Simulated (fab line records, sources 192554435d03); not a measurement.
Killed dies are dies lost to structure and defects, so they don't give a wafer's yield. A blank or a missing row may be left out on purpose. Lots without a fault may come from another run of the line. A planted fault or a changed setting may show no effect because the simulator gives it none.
fab line records | flow n5_finfet
record lots=10 wafers=30 last_day=17
route steps=1938 shown GATE_CUT@510 BEOL_M4@1111 PASS1_CAP@1874 TV_LITHO@1885 PASSIVATION@1930
lots that met no fault: from a run of the same line without faults
start_h: hours from the record's first day to the start of the lot's first wafer shown | wait_h: hours since the lot's step before | " the same as in the row above | L1.1+2: a row that stands for several wafers | - no value, or no start given | * or withheld: withheld | < > ~ a bound
route shown NAME@n: a module of which the file shows steps, and the number in the route of the first | usual: mean/standard deviation of fault-free wafers | same: alike in all rows | chamber/n: place in a boat | sites: the reading at each site | _std_site: their standard deviation | _edge_site: outer sites' mean less inner sites' | radius_mm: how far each site lies from the wafer's centre | mask NAME#n: copy n | behind: the tool/chamber that last shaped the wafer | hold: why the lot was held/for how many hours/how that ended | device: the transistor (n, p or np) that didn't switch | end of line: the same wafers' tests at the end of the route | a step without rows: its recipe alone | killed: dies lost to structure and defects at the first sort, not the wafer's yield | map: a wafer's dies, x killed, . not, _ none there
set.NAME: the setting as run; set.NAME@STEP: as run at that earlier step | model.NAME: the simulator's own value behind a step, which no gauge read
steps of the route over a sample of lots; a table a step, a row a wafer
services: from which hour (start_h, from the record's first day; less than 0 if before it) a tool's chamber was out of use, for how many hours, and why
## steps
# step N5_GATE_CUT_ALD_22
# recipe material=SiNx target_thk_a=160 temp_c=400 ald_precursor_family=SiH2I2 ald_co_reactant=N2/H2-plasma pulse_time_s=1 ald_cycles=320 purge_time_s=2 co_reactant_purge_time_s=2 pressure_torr=2
# usual heater_power_w=802/87 precursor_pulse_height_rel=0.999/0.02
# columns lot.wafer tool chamber start_h wait_h heater_power_w precursor_pulse_height_rel
L759.3 ald_sin-04 3 94.54 1.2 676 1.022
L759.4 " 2 " " 740 0.986
L759.5 " 0 " " 911 1.002
L760.2 ald_sin-02 1 96.55 0.1 780 0.998
L760.4 " 0 " " 895 1.015
L760.6 " 1 " " 745 1.007
L761.1 ald_sin-01 0 103.81 0.0 689 0.985
L761.3 " 1 " " 919 1.012
L761.5 " 2 " " 852 0.978
L762.1 ald_sin-02 1 114.10 0.0 761 1.028
L762.3 " 3 " " 818 0.975
L762.6 " 1 " " 762 0.980
L765.1 ald_sin-01 0 125.60 0.0 669 1.012
L765.4 " 3 " " 720 1.005
L765.6 " 2 " " 867 0.986
L774.1 ald_sin-01 0 179.31 0.0 699 1.012
L774.3 " 2 " " 863 1.004
L774.6 " 3 " " 708 1.015
L775.4 ald_sin-01 1 186.34 0.3 906 0.994
L775.5 " 2 " " 860 0.996
L775.6 " 1 " " 926 1.004
L777.1 ald_sin-02 2 197.94 0.6 841 1.008
L777.4 " 3 " " 794 1.003
L777.5 " 0 " " 791 1.010
L779.1 ald_sin-04 1 215.98 0.0 820 0.966
L779.3 " 2 " " 740 1.006
L779.4 " 0 " " 928 0.965
L781.1 ald_sin-04 3 223.54 0.0 668 0.978
L781.4 " 1 " " 796 0.989
L781.5 " 1 " " 801 1.002
# step N5_BEOL_M4_RC_MEAS_101
# usual DIBL_N=36.3/1 DIBL_P=36.2/1.4 IOFF_N=0.157/0.021 IOFF_P=0.206/0.025 ION_N=673/9 ION_P=461/6.4 SS_N=71.5/0.5 SS_P=73.2/0.47 VT_N=249.9/2.4 VT_P=-250.6/2.9
# columns lot.wafer tool chamber start_h wait_h DIBL_N[mV/V] DIBL_P[mV/V] IOFF_N[nA/um] IOFF_P[nA/um] ION_N[uA/um] ION_P[uA/um] SS_N[mV/dec] SS_P[mV/dec] VT_N[mV] VT_P[mV]
L761.1 prober-02 0 173.09 0.0 36.7 35.9 0.175 0.204 683 460 71.6 73.8 249.0 -251.3
L761.3 " 0 " " 34.9 34.3 0.153 0.182 679 466 71.4 73.2 250.8 -252.4
L761.5 " 0 " " 36.6 36.5 0.190 0.208 689 462 71.7 74.1 248.7 -253.0
L759.3 prober-01 0 173.55 0.3 35.3 34.4 0.136 0.177 671 462 70.8 73.1 250.8 -251.1
L759.4 " 0 " " 37.3 37.2 0.170 0.217 682 467 71.2 74.0 248.2 -250.9
L759.5 " 0 " " 34.9 34.2 0.129 0.175 668 461 70.1 73.2 250.4 -252.8
L760.2 prober-02 0 178.17 0.2 36.3 36.9 0.150 0.209 659 457 71.7 72.9 252.3 -251.1
L760.4 " 0 " " 35.5 36.1 0.134 0.194 657 452 71.6 73.6 255.2 -251.2
L760.6 " 0 " " 37.9 38.2 0.171 0.225 669 461 72.7 74.3 250.0 -252.0
L762.1 prober-01 0 203.23 0.0 35.1 35.5 0.132 0.191 675 465 70.5 72.7 252.1 -252.4
L762.3 " 0 " " 36.8 37.4 0.159 0.221 679 471 71.0 73.3 246.7 -248.8
L762.6 " 0 " " 36.6 37.1 0.158 0.216 679 464 71.9 72.9 248.5 -251.5
L765.1 prober-01 0 205.76 0.0 37.1 38.0 0.200 0.260 676 464 72.4 74.0 247.1 -247.2
L765.4 " 0 " " 36.2 37.4 0.189 0.241 673 463 71.8 73.5 246.8 -248.0
L765.6 " 0 " " 36.3 37.1 0.183 0.251 676 465 71.9 74.3 249.2 -246.9
L774.1 prober-01 0 255.63 0.0 36.5 35.7 0.142 0.199 665 454 71.3 73.1 250.0 -250.1
L774.3 " 0 " " 38.0 37.5 0.169 0.228 666 463 71.4 73.5 249.7 -248.1
L774.6 " 0 " " 36.4 35.4 0.138 0.196 658 456 71.1 73.1 250.6 -253.0
L775.4 prober-02 0 268.79 0.5 35.6 35.9 0.151 0.179 665 455 70.6 73.3 248.0 -254.9
L775.5 " 0 " " 36.8 37.1 0.173 0.206 666 455 71.6 72.8 250.0 -251.5
L775.6 " 0 " " 36.5 37.8 0.172 0.214 678 463 71.6 73.4 248.5 -252.5
L777.1 prober-02 0 281.11 0.0 37.5 35.7 0.148 0.179 665 448 71.8 73.4 251.7 -255.2
L777.4 " 0 " " 35.4 34.3 0.120 0.157 667 455 70.2 72.9 252.6 -255.0
L777.5 " 0 " " 35.9 34.6 0.132 0.162 660 455 72.1 72.3 252.5 -255.7
L779.1 prober-01 0 289.16 0.0 35.8 34.6 0.141 0.206 679 470 71.0 73.2 250.3 -247.9
L779.3 " 0 " " 36.5 34.8 0.147 0.210 665 463 71.5 72.5 248.9 -246.2
L779.4 " 0 " " 35.6 34.3 0.142 0.208 681 472 71.0 72.6 250.8 -247.9
L781.1 prober-02 0 306.57 0.0 36.6 39.0 0.183 0.210 688 469 71.7 73.4 246.7 -247.7
L781.4 " 0 " " 37.6 40.5 0.208 0.230 697 462 71.7 73.7 247.3 -248.8
L781.5 " 0 " " 36.7 38.5 0.187 0.207 686 462 72.0 73.4 246.2 -249.5
# step N5_PASSIVATION_PECVD_01
# recipe material=SiNx target_thk_a=2000 temp_c=400 precursor=SiH4/NH3/N2 pressure_torr=4.9 rf_w=1406 time_s=43.2
# usual heater_power_w=381/110 showerhead_plenum_p_Torr=8.68/0.083 throttle_valve_pct=29.3/1.4
# columns lot.wafer tool chamber start_h wait_h heater_power_w showerhead_plenum_p_Torr throttle_valve_pct
L761.1 pecvd-03 1 269.95 0.0 314 8.78 30.1
L761.3 " 2 " " 415 8.65 28.5
L761.5 " 2 " " 439 8.61 28.4
L759.3 pecvd-04 2 271.99 0.0 428 8.72 27.8
L759.4 " 0 " " 381 8.64 30.5
L759.5 " 1 " " 566 8.71 28.3
L760.2 pecvd-03 2 272.20 0.0 498 8.64 28.3
L760.4 " 1 " " 320 8.79 29.6
L760.6 " 1 " " 319 8.80 29.7
L762.1 pecvd-02 0 291.20 0.0 274 8.61 31.2
L762.3 " 1 " " 319 8.55 31.1
L762.6 " 0 " " 278 8.61 31.3
L765.1 pecvd-04 0 300.07 0.0 245 8.66 30.6
L765.4 " 2 " " 487 8.72 27.8
L765.6 " 1 " " 537 8.71 28.5
L774.1 pecvd-02 2 344.17 0.0 301 8.56 26.6
L774.3 " 1 " " 434 8.57 31.2
L774.6 " 1 " " 447 8.57 31.0
L775.4 pecvd-04 1 353.53 0.0 524 8.75 28.4
L775.5 " 2 " " 513 8.74 27.8
L775.6 " 0 " " 364 8.63 30.4
L779.1 pecvd-03 2 374.39 0.0 377 8.64 28.6
L779.3 " 0 " " 339 8.80 29.2
L779.4 " 0 " " 208 8.78 29.0
L777.1 pecvd-03 2 381.94 0.0 485 8.65 28.6
L777.4 " 0 " " 314 8.79 28.9
L777.5 " 1 " " 315 8.79 30.1
L781.1 pecvd-04 0 396.47 0.0 320 8.65 30.4
L781.4 " 1 " " 645 8.74 28.1
L781.5 " 0 " " 335 8.66 30.3
# step N5_PASSIVATION_INSPECT_61
# recipe mode=adi inspect_instrument=macro
# usual raw_defect_count=2.1/1.4
# columns lot.wafer tool chamber start_h wait_h raw_defect_count
L761.1 defect_inspect-01 - 272.06 0.0 3
L761.3 " - " " 2
L761.5 " - " " 1
L759.3 defect_inspect-01 - 272.82 0.0 0
L759.4 " - " " 0
L759.5 " - " " 5
L760.2 defect_inspect-01 - 274.01 0.0 4
L760.4 " - " " 1
L760.6 " - " " 1
L762.1 defect_inspect-01 - 291.69 0.0 1
L762.3 " - " " 5
L762.6 " - " " 5
L765.1 defect_inspect-02 - 300.90 0.0 1
L765.4 " - " " 2
L765.6 " - " " 3
L774.1 defect_inspect-02 - 345.08 0.0 1
L774.3 " - " " 5
L774.6 " - " " 0
L775.4 defect_inspect-02 - 355.17 0.0 1
L775.5 " - " " 4
L775.6 " - " " 4
L779.1 defect_inspect-02 - 377.60 0.0 0
L779.3 " - " " 0
L779.4 " - " " 2
L777.1 defect_inspect-02 - 382.91 0.0 4
L777.4 " - " " 3
L777.5 " - " " 1
L781.1 defect_inspect-02 - 396.88 0.0 4
L781.4 " - " " 2
L781.5 " - " " 2
# step N5_PASSIVATION_ETCH_54
# recipe chemistry=CHF3/O2 target=SiO2 target_depth_a=8800 CHF3_flow_sccm=50 O2_flow_sccm=5 Ar_flow_sccm=200 time_s=440 mask_material=PR pressure_mtorr=30 source_w=650 bias_w=170 ion_energy_ev=200
# usual drypump_motor_current_A=5.8/0.57 oes_product_au=0.80/0.078 rf_vpp_V=525/4.4 showerhead_plenum_p_Torr=2.38/0.067 throttle_valve_pct=18.80/0.23
# columns lot.wafer tool chamber start_h wait_h drypump_motor_current_A oes_product_au rf_hours_counter_h rf_vpp_V showerhead_plenum_p_Torr throttle_valve_pct
L761.1 rie_diel-06 0 275.95 0.1 6.8 0.75 144 525 2.30 18.49
L761.3 " 3 " " 4.9 0.76 128 530 2.42 18.93
L761.5 " 0 " " 6.8 0.75 - 525 2.30 18.53
L759.3 rie_diel-02 0 277.77 0.1 5.2 0.84 64 520 2.34 18.36
L759.4 " 1 " " 5.5 0.68 248 526 2.47 19.08
L759.5 " 0 " " 5.3 0.83 - 520 2.34 18.36
L760.2 rie_diel-04 1 278.33 0.1 5.9 0.88 39 522 2.35 18.72
L760.4 " 3 " " 6.0 0.80 97 531 2.53 18.73
L760.6 " 3 " " 6.0 0.80 - 531 2.53 18.73
L762.1 rie_diel-04 1 295.71 0.1 5.9 0.87 45 523 2.35 18.73
L762.3 " 3 " " 6.0 0.78 103 531 2.52 18.74
L762.6 " 1 " " 6.0 0.87 - 522 2.35 18.72
L765.1 rie_diel-06 0 305.75 0.1 6.8 0.74 155 525 2.30 18.53
L765.4 " 2 " " 6.0 0.70 202 528 2.30 18.74
L765.6 " 3 " " 4.9 0.76 - 532 2.41 18.95
L774.1 rie_diel-02 3 349.15 0.1 5.1 0.89 30 518 2.36 18.99
L774.3 " 0 " " 5.3 0.79 92 521 2.33 18.41
L774.6 " 2 " " 6.5 0.76 - 527 2.41 19.06
L775.4 rie_diel-04 1 359.92 0.1 5.9 0.84 67 522 2.34 18.77
L775.5 " 1 " " 5.9 0.84 - 521 2.34 18.76
L775.6 " 0 " " 6.5 0.85 - 518 2.36 18.70
L779.1 rie_diel-02 0 381.71 0.1 5.3 0.78 104 520 2.33 18.43
L779.3 " 2 " " 6.4 0.75 162 527 2.41 19.06
L779.4 " 3 " " 5.1 0.87 41 519 2.35 18.99
L777.1 rie_diel-06 3 386.70 0.1 4.9 0.74 168 530 2.40 18.99
L777.4 " 2 " " 5.9 0.68 231 531 2.29 18.79
L777.5 " 3 " " 4.9 0.73 - 531 2.40 19.00
L781.1 rie_diel-06 2 400.95 0.1 6.0 0.68 235 528 2.29 18.78
L781.4 " 1 " " 5.7 0.69 219 530 2.48 19.28
L781.5 " 0 " " 6.8 0.71 - 525 2.29 18.59
# step N5_PASSIVATION_PROBE_49
# usual defect_limited_yield=91.1/1.3 killed_at_M0_to_M3=36/10 killed_at_M4_up=14/4.4 killed_at_contacts=14/5.7 killed_at_front_end=39/9.4 killed_at_other=2.9/2.6 killed_dies=105/15 killed_on_rim=14/3.5 killed_open=70/12 killed_short=34/7.1 sort_bin_5_function=5.3/0.77 sort_bin_6_memory=3.3/0.66 sort_n_pass=1075/15 sort_yield_pct=91.1/1.3
# same gross_dies=1180 killed_at_back_side=0 sort_bin_4_leakage[%]=0 sort_bin_8_speed[%]=0
# columns lot.wafer tool chamber start_h wait_h defect_limited_yield[%] killed_at_M0_to_M3 killed_at_M4_up killed_at_contacts killed_at_front_end killed_at_other killed_dies killed_on_rim killed_open killed_short sort_bin_5_function[%] sort_bin_6_memory[%] sort_n_pass sort_yield_pct[%]
L762.1 prober-01 - 298.49 0.0 90.8 34 12 9 54 0 109 12 72 37 5.4 3.3 1071 90.8
L762.3 prober-01 - 298.59 0.1 89.0 40 17 8 58 7 130 15 91 38 7.0 3.8 1050 89.0
L762.6 prober-01 - 298.74 0.3 89.0 50 22 12 42 4 130 20 89 38 6.7 3.9 1050 89.0
L765.1 prober-01 - 308.53 0.0 89.5 42 21 20 35 6 124 15 80 41 5.8 4.1 1056 89.5
L765.4 prober-01 - 308.68 0.2 89.8 36 10 25 43 6 120 19 73 47 6.3 3.2 1060 89.8
L765.6 prober-01 - 308.78 0.3 91.2 42 17 17 24 4 104 11 62 38 5.0 3.6 1076 91.2
L774.1 prober-02 - 351.94 0.0 65.8 35 9 10 349 0 403 151 60 34 4.5 3.2 777 65.8
L774.3 prober-02 - 352.04 0.1 64.9 27 13 14 358 2 414 152 63 30 4.7 3.2 766 64.9
L774.6 prober-02 - 352.19 0.3 63.6 48 11 21 348 2 430 152 83 31 6.0 3.4 750 63.6
L775.4 prober-02 - 362.90 0.2 65.6 37 15 17 332 5 406 152 80 30 5.7 3.6 774 65.6
L775.5 prober-02 - 362.95 0.2 68.3 19 18 6 329 2 374 149 61 35 4.7 3.2 806 68.3
L775.6 prober-02 - 363.00 0.3 65.3 13 16 12 367 1 409 152 46 34 4.0 2.4 771 65.3
L779.1 prober-01 - 384.49 0.0 92.7 24 17 13 27 5 86 11 60 24 4.5 2.7 1094 92.7
L779.3 prober-01 - 384.59 0.1 92.2 27 11 22 24 8 92 8 57 34 4.9 2.8 1088 92.2
L779.4 prober-01 - 384.64 0.2 93.2 29 12 4 33 2 80 14 54 23 4.0 2.5 1100 93.2
# killed by level:class
L762.1 STI_FIN_REVEAL:geometric_particle:open=17 FIN_SAQP:geometric_particle:open=14 BEOL_M0_SAQP:geometric_particle:short=8 MOL_CONTACT_COAG:geometric_particle:open=7 BEOL_M3:geometric_particle:open=6 BEOL_M0_SAQP:geometric_particle:open=5 BEOL_M1:geometric_particle:open=5 STARTING-WAFER:geometric_particle:open=5
L762.3 STI_FIN_REVEAL:geometric_particle:open=21 BEOL_M3:geometric_particle:open=11 MOL_CONTACT_COAG:geometric_particle:open=8 BEOL_M0_SAQP:geometric_particle:open=8 FIN_SAQP:geometric_particle:short=7 FIN_SAQP:geometric_particle:open=7 BEOL_M4:geometric_particle:open=7 BEOL_M1:geometric_particle:open=6
L762.6 FIN_SAQP:geometric_particle:open=17 MOL_CONTACT_COAG:geometric_particle:open=10 BEOL_M0_SAQP:geometric_particle:short=9 BEOL_M4:geometric_particle:open=9 BEOL_M3:geometric_particle:open=8 DUMMY_GATE:geometric_particle:open=7 BEOL_M1:geometric_particle:open=7 STI_FIN_REVEAL:geometric_particle:open=6
L765.1 MOL_CONTACT_COAG:geometric_particle:open=19 BEOL_M0_SAQP:geometric_particle:short=11 FIN_SAQP:geometric_particle:short=10 FIN_SAQP:geometric_particle:open=10 BEOL_M0_SAQP:geometric_particle:open=10 BEOL_M3:geometric_particle:open=8 BEOL_M5:geometric_particle:open=7 BEOL_M1:geometric_particle:open=6
L765.4 MOL_CONTACT_COAG:geometric_particle:open=18 FIN_SAQP:geometric_particle:short=17 FIN_SAQP:geometric_particle:open=10 BEOL_M0_SAQP:geometric_particle:open=10 MOL_CONTACT_COAG:geometric_particle:short=7 BEOL_M2:geometric_particle:open=6 BEOL_M1:geometric_particle:open=6 BEOL_M0_SAQP:geometric_particle:short=4
L765.6 BEOL_M0_SAQP:geometric_particle:short=13 MOL_CONTACT_COAG:geometric_particle:open=13 BEOL_M0_SAQP:geometric_particle:open=10 FIN_SAQP:geometric_particle:short=8 BEOL_M1:geometric_particle:open=7 BEOL_M4:geometric_particle:open=7 FIN_SAQP:geometric_particle:open=4 BEOL_M5:geometric_particle:open=4
L774.1 GATE_CUT:area_ald=309 BEOL_M2:geometric_particle:open=9 FIN_SAQP:geometric_particle:short=8 STI_FIN_REVEAL:geometric_particle:open=7 FIN_SAQP:geometric_particle:open=5 DUMMY_GATE:geometric_particle:open=5 MOL_CONTACT_COAG:geometric_particle:short=5 MOL_CONTACT_COAG:geometric_particle:open=5
L774.3 GATE_CUT:area_ald=321 STI_FIN_REVEAL:geometric_particle:open=12 MOL_CONTACT_COAG:geometric_particle:open=12 BEOL_M1:geometric_particle:open=10 FIN_SAQP:geometric_particle:short=5 GATE_CUT:geometric_particle:short=5 FIN_SAQP:geometric_particle:open=4 BEOL_M6:geometric_particle:open=4
L774.6 GATE_CUT:area_ald=315 MOL_CONTACT_COAG:geometric_particle:open=20 BEOL_M1:geometric_particle:open=12 BEOL_M0_SAQP:geometric_particle:open=9 BEOL_M3:geometric_particle:open=9 FIN_SAQP:geometric_particle:open=7 BEOL_M0_SAQP:geometric_particle:short=7 FIN_SAQP:geometric_particle:short=6
L775.4 GATE_CUT:area_ald=295 MOL_CONTACT_COAG:geometric_particle:open=14 BEOL_M0_SAQP:geometric_particle:short=9 BEOL_M4:geometric_particle:open=9 BEOL_M0_SAQP:geometric_particle:open=9 DUMMY_GATE:geometric_particle:open=8 STI_FIN_REVEAL:geometric_particle:open=8 GATE_CUT:geometric_particle:short=8
L775.5 GATE_CUT:area_ald=273 FIN_SAQP:geometric_particle:short=14 FIN_SAQP:geometric_particle:open=12 BEOL_M4:geometric_particle:open=10 STI_FIN_REVEAL:geometric_particle:open=7 DUMMY_GATE:geometric_particle:open=6 BEOL_M1:geometric_particle:open=3 GATE_CUT:geometric_particle:short=3
L775.6 GATE_CUT:area_ald=327 FIN_SAQP:geometric_particle:short=9 BEOL_M4:geometric_particle:open=9 STI_FIN_REVEAL:geometric_particle:open=8 MOL_CONTACT_COAG:geometric_particle:open=7 FIN_SAQP:geometric_particle:open=6 MOL_CONTACT_COAG:geometric_particle:short=5 STARTING-WAFER:geometric_particle:short=4
L779.1 MOL_CONTACT_COAG:geometric_particle:open=10 BEOL_M3:geometric_particle:open=8 FIN_SAQP:geometric_particle:open=7 BEOL_M0_SAQP:geometric_particle:short=4 BEOL_M0_SAQP:geometric_particle:open=4 STI_FIN_REVEAL:geometric_particle:open=3 MOL_CONTACT_COAG:geometric_particle:short=3 BEOL_M9:geometric_particle:open=3
L779.3 MOL_CONTACT_COAG:geometric_particle:open=19 STI_FIN_REVEAL:geometric_particle:open=11 BEOL_M0_SAQP:geometric_particle:open=10 BEOL_M0_SAQP:geometric_particle:short=6 FIN_SAQP:geometric_particle:short=4 BEOL_M3:geometric_particle:open=4 BEOL_M4:geometric_particle:open=4 MOL_CONTACT_COAG:geometric_particle:short=3
L779.4 BEOL_M3:geometric_particle:open=14 STI_FIN_REVEAL:geometric_particle:open=9 FIN_SAQP:geometric_particle:open=6 FIN_SAQP:geometric_particle:short=5 STI_FIN_REVEAL:geometric_particle:short=4 DUMMY_GATE:geometric_particle:open=4 MOL_CONTACT_COAG:geometric_particle:open=4 BEOL_M2:geometric_particle:open=4
## services
# columns tool chamber start_h hours kind
pecvd-03 2 71.91 20.2 repair
pecvd-03 0 83.67 12.7 repair
ald_sin-02 3 85.14 14.9 repair
ald_sin-01 - 85.25 14.0 pm
ald_sin-04 1 90.16 5.2 repair
rie_diel-04 0 96.47 9.4 repair
rie_diel-04 1 108.49 18.2 repair
ald_sin-01 1 125.40 1.6 repair
pecvd-04 - 133.61 0.5 repair
ald_sin-04 - 139.20 1.7 repair
rie_diel-06 2 154.30 2.7 repair
ald_sin-01 0 165.18 1.3 repair
ald_sin-02 - 177.74 14.0 pm
pecvd-03 - 182.57 0.5 repair
pecvd-04 - 197.88 0.6 repair
ald_sin-01 2 233.47 5.1 repair
ald_sin-01 1 237.89 16.2 repair
ald_sin-01 3 263.68 17.2 repair
pecvd-04 - 304.29 2.8 pm
pecvd-04 2 309.11 4.2 repair
ald_sin-01 1 328.97 1.4 repair
ald_sin-01 - 351.35 14.6 pm
rie_diel-06 - 360.52 0.5 repair
ald_sin-01 0 377.89 2.1 repair
## key
first_sign step=N5_PASSIVATION_PROBE_49 reading=killed_at_front_end direction=up sigmas=33 usual=39 struck=347
effect step=N5_PASSIVATION_PROBE_49 reading=defect_limited_yield direction=down sigmas=20 usual=91.1 struck=65.6
more_kills_born_at N5_GATE_CUT_ALD_22@ald_sin-01=1840
met_at N5_GATE_CUT_ALD_22
struck_lots L774,L775
not_acting_at N5_PASSIVATION_PECVD_01,N5_PASSIVATION_INSPECT_61,N5_PASSIVATION_ETCH_54
onset_between 125.60 179.31
fault kind=site_profile_drift tool=ald_sin-01 chamber=- onset_h=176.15 steps=N5_GATE_CUT_ALD_22 basis=fraction max_abs_drift=0.2647 slope_share_per_hr=58.823 site_pattern=0,0,0,0,0,-1,-1,-1,-1
